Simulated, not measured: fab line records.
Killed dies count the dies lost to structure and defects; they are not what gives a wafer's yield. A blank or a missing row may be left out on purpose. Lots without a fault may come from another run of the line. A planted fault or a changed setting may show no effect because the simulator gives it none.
8D (eight disciplines) problem report, filled in by code / flow n5Finfet / the parts of the form that need people (team, actions taken, sign-off) are left out

== 1. WHAT WENT WRONG ==
At N5_BEOL_M0_SAQP_COAT_81, spinSpeedRpm averages 1609.2 rpm over 6 wafers from 2 lots, while fault-free wafers read 1499.9 rpm, standard deviation 0.84. So: +99 or more standard deviations from the usual mean.
The step: time 60 s, resist thk 100 nm.
Seen first at day 7 12:52 on lithoTrack-03, wafer L800.1. The record has a number at this step for 12 wafers belonging to 4 lots. By rule, "out" or "out of limits" means more than 4 standard deviations away from the usual mean. The other wafers with a number count as sound.

== 2. WHAT IT IS; WHAT IT IS NOT ==
question=which readings at this step | is=spinSpeedRpm | is not=heaterPowerTotalW
question=which lots | is=L800, L801 | is not=L794, L811
question=which wafers of those lots | is=all that have a number | is not=-
question=read on which tools | is=lithoTrack-03 | is not=lithoTrack-02
question=when | is=from day 7 12:52 | is not=up to then (3 sound wafers); but 3 sound wafers of L811 came after

== 3. THE SUSPECTS, EACH WITH WHAT RULES IT OUT ==
Counting: a tool stays on the suspect list if, at a process step up to the reading, it processed all lots that are out and no sound lot following the first of them.
- lithoTrack-03 at N5_BEOL_M0_SAQP_COAT_81 (time 60 s, resist thk 100 nm): kept. It processed each lot that is out, first L800 at day 7 12:52, and no sound lot thereafter; up to then, the last sound lot it processed was L794 at day 6 06:13. On those wafers its own readings are out: spinSpeedRpm.
Left after counting: lithoTrack-03 at N5_BEOL_M0_SAQP_COAT_81.

== 4. THE CAUSE (what the simulator had put in) ==
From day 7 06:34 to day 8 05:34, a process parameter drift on lithoTrack-03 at N5_BEOL_M0_SAQP_COAT_81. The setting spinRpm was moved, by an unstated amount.
Only this tool survived the counting.

== 5. THE EFFECT CHAIN, in route order ==
Each row: a reading where the mean over the struck wafers with a number is more than 3 standard deviations away from the usual. Only readings for which the record gives a usual standard deviation are gone through. hours: the time from each lot's start at the first step in this table that gives one to its start at this step, as a median over the lots. sigmas: the change in usual standard deviations.
hours=0; step=N5_BEOL_M0_SAQP_COAT_81; reading=spinSpeedRpm; usual=1499.9 rpm; on struck wafers=1609.2; change=+109.3; sigmas=+99 or more
It contains these process steps:
- N5_BEOL_M0_SAQP_COAT_81: time 60 s, resist thk 100 nm.
Later measuring or inspecting steps at which every struck wafer that the step has a row for has a number for every such reading, and none has moved that far: N5_BEOL_M4_RC_MEAS_101.

== 6. HOW IT WOULD HAVE BEEN CAUGHT EARLIER ==
6 hours passed between the start of the fault at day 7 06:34 and the first reading out of limits in this record, taken at day 7 12:52.
